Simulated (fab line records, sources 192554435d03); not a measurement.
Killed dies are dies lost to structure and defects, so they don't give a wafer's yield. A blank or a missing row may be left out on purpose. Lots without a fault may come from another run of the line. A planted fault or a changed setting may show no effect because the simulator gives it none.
Chamber matching | flow n5_finfet | N5_FIN_SAQP_SPACER1_ALD_24 on ald_sin-01: 4 sister chambers
The step deposits SiO2, target thk 20.3 nm, pulse time 1 s, purge time 2 s. 8 wafers are shown with their chamber, then 7 later ones without.

WAFERS WITH THEIR CHAMBER
wafer  | chamber | heater_power_w (W) | precursor_pulse_height_rel
L078.1 | 0       | 385                | 0.987
L081.2 | 1       | 466                | 1.004
L081.5 | 3       | 346                | 0.988
L084.1 | 3       | 354                | 0.948
L084.3 | 1       | 480                | 0.980
L084.6 | 2       | 467                | 0.987
L085.1 | 2       | 473                | 1.024
L085.2 | 0       | 392                | 0.972

WAFERS WITHOUT THEIR CHAMBER
wafer  | heater_power_w (W) | precursor_pulse_height_rel
L085.6 | 470                | 0.975
L093.1 | 346                | 0.999
L093.4 | 475                | 0.974
L093.5 | 396                | 1.000
L094.2 | 399                | 1.019
L094.5 | 409                | 1.016
L094.6 | 359                | 0.987

WHICH CHAMBER EACH WENT THROUGH
wafer  | from the rows above     | in truth
L085.6 | can't be placed: 1 or 2 | 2
L093.1 | 3                       | 3
L093.4 | can't be placed: 1 or 2 | 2
L093.5 | 0                       | 0
L094.2 | 0                       | 0
L094.5 | 0                       | 0
L094.6 | 3                       | 3
Placed correctly: 5 of 7. Can't be placed from these rows: 2 (the true chamber is among the candidates in 2). Placed wrongly: 0.
How it was worked out, from the rows above alone: a wafer's distance from a chamber is the root of the sum, over the readings, of the square of ((its reading less the chamber's mean) divided by the reading's scatter). The wafer belongs to the nearest chamber; if the next one is less than 2 further off, it can't be placed. A chamber's mean is the mean of its shown wafers. The scatter: the root of (the sum of the squares of (reading less its chamber's mean) over the shown wafers, divided by (wafers less chambers)).
